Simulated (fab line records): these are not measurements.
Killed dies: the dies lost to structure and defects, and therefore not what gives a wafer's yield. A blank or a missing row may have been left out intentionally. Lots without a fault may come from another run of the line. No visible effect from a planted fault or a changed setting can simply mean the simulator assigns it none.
Struck lot and sound lot, side by side | flow n5_finfet | 30 steps out of a route of 1938
Sound: wafers L705.2, L705.4, L705.6. The struck wafers were L722.1, L722.5, L722.6. At the end, the cause is stated.
For every step that has rows: the tool of each side, followed by ch and its chambers, followed by its first start. Under that, the readings that differ: sound wafers | struck wafers | difference of the means | sigmas: that difference in standard deviations of wafers without a fault.
alike: a reading whose means differ by less than 2 such deviations, as well as words and numbers matching on both sides. not compared: withheld readings; readings where some wafer has no value; bounds like >300 that might hide an equal value; numbers whose values overlap and for which the record gives no deviation.
A row with sigmas, a row that says differs or no value, or rows on one side alone: a step with any of these is where the two part. Numbers that have no deviation but don't overlap get no sigmas and don't part them. A reading that every wafer of one side lacks parts them only if that side has two wafers or more.

first, 1 step without rows for these wafers: N5_BEOL_M7_ALD_77 (deposits TaN, target thk 2 nm, pulse time 2 s, purge time 3 s).
N5_BEOL_M7_SURFACE_TREAT_79:
  sound on pvd_sputter-03 at day 10 19:21; struck on pvd_sputter-03 at day 15 07:26
  not compared: pressure_mtorr, throttle_valve_pct
then, 3 steps without rows for these wafers: N5_BEOL_M7_CVD_78 (deposits Co from CCTBA/H2, target thk 2 nm, time 142.3 s); N5_BEOL_M7_SPUTTER_48 (material Cu, target thk 10 nm, time 1.667 s); N5_BEOL_M7_ECD_50 (material Cu, target thk 300 nm).
N5_BEOL_M7_ANNEAL_51: time 90 s.
  sound on rtp_anneal-02 ch 0, day 10 20:29; struck on rtp_anneal-01 ch 0, day 15 07:53
  alike: anneal_temp_c, wafer_temp_C_max
N5_BEOL_M7_CMP_52: polishes, stops on SiCOH lowk, t overpolish 6.9 s, target thk 80 nm.
  sound on cmp-03 ch 1,2, day 10 20:44; struck on cmp-03 ch 0,1, day 15 08:11
  reading                | sound    | struck   | difference | sigmas
  time_to_endpoint_s (s) | 69 67 70 | 61 63 63 | -6         | -2
  alike: barrier_field_endpoint_s, head_pressure_psi, motor_current_A, overpolish_run_s
N5_BEOL_M7_THK_MEAS_53: measures by xrf.
  sound on film_metro-02 at day 10 21:02; struck on film_metro-02 at day 15 08:29
  alike: M7_THK
then, 1 step without rows for these wafers: N5_BEOL_M7_PRE_CLEAN_55 (time 15 s).
N5_BEOL_M7_DEP_56: deposits SiCN from 3MS/NH3, target thk 10 nm, time 17.5 s.
  sound on pecvd-02 ch 0,1,2, day 10 21:06; struck on pecvd-03 ch 0,1,2, day 15 08:32
  alike: showerhead_plenum_p_Torr, throttle_valve_pct
N5_BEOL_M7_RS_MEAS_57: measures by four-point-probe.
  sound on film_metro-02 at day 10 21:10; struck on film_metro-02 at day 15 08:37
  alike: M7_RS
N5_BEOL_M7_INSPECT_58: inspects for defects (darkfield).
  sound on defect_inspect-02 at day 10 21:12; struck on defect_inspect-02 at day 15 08:38
  alike: raw_defect_count
N5_BEOL_M8_ILD_DEP_00: deposits SiCOH lowk from DEMS/porogen, target thk 179.75 nm, time 33.4 s.
  sound on pecvd-02 ch 1,2, day 10 21:14; struck on pecvd-04 ch 0,1, day 15 08:40
  alike: heater_power_w, showerhead_plenum_p_Torr, throttle_valve_pct
N5_BEOL_M8_CURE_74: cures SiCOH lowk, time 240 s.
  sound on uv_cure-01 ch 2, day 10 21:28; struck on uv_cure-02 ch 2, day 15 08:44
  alike: lamp_power_pct, wafer_temp_C_max
N5_BEOL_M8_THK_MEAS_01:
  sound on film_metro-02 at day 10 22:17; struck on film_metro-02 at day 15 09:44
  alike: M8_ILD_THK
then, 10 steps without rows for these wafers: N5_BEOL_M8_PECVD_70 (deposits SiO2 from TEOS/O2, target thk 20 nm, time 22.7 s); N5_BEOL_M8_HM_DEP_02 (deposits TiN, target thk 20 nm); N5_BEOL_M8_COAT_59 (time 60 s, resist thk 100 nm); N5_BEOL_M8_COAT_60 (time 60 s, resist thk 35 nm); N5_BEOL_M8_COAT_05 (resist thk 90 nm); N5_BEOL_M8_EBR_07; N5_BEOL_M8_SOFTBAKE_06 (time 60 s); N5_BEOL_M8_EXPOSE_08 (exposes mask M8); N5_BEOL_M8_PEB_09 (peb time 60 s); N5_BEOL_M8_DEVELOP_10 (develop time 30 s).
N5_BEOL_M8_CD_MEAS_11: target cd 38.5 nm.
  sound on cd_sem-02 ch 0, day 10 22:53; struck on cd_sem-03 ch 0, day 15 11:47
  alike: cd_nm
N5_BEOL_M8_OVL_MEAS_12:
  sound on overlay-02 ch 0, day 10 22:55; struck on overlay-02 ch 0, day 15 11:49
  alike: M8_OVL
N5_BEOL_M8_INSPECT_13: inspects for defects (brightfield).
  sound on defect_inspect-02 at day 10 22:57; struck on defect_inspect-01 at day 15 11:50
  reading          | sound       | struck         | difference | sigmas
  raw_defect_count | 280 381 392 | 1606 1379 1693 | +1208      | +12
then, 1 step without rows for these wafers: N5_BEOL_M8_DESCUM_16 (chemistry O2, time 7.9 s).
-- here the record skips 3 days between the struck wafers' starts before and after, leaving off in module BEOL_M8 and picking up in module PASSIVATION (first step shown: number 1936 of the route) --
N5_PASSIVATION_PROBE_49:
  only the struck wafers here have rows in the record (prober-02, day 18 13:49); the sound ones have none

## WHERE THEY PART
Last at N5_PASSIVATION_PROBE_49 as far as this record goes, first at N5_BEOL_M7_CMP_52.

WHY: the cause the simulator had injected
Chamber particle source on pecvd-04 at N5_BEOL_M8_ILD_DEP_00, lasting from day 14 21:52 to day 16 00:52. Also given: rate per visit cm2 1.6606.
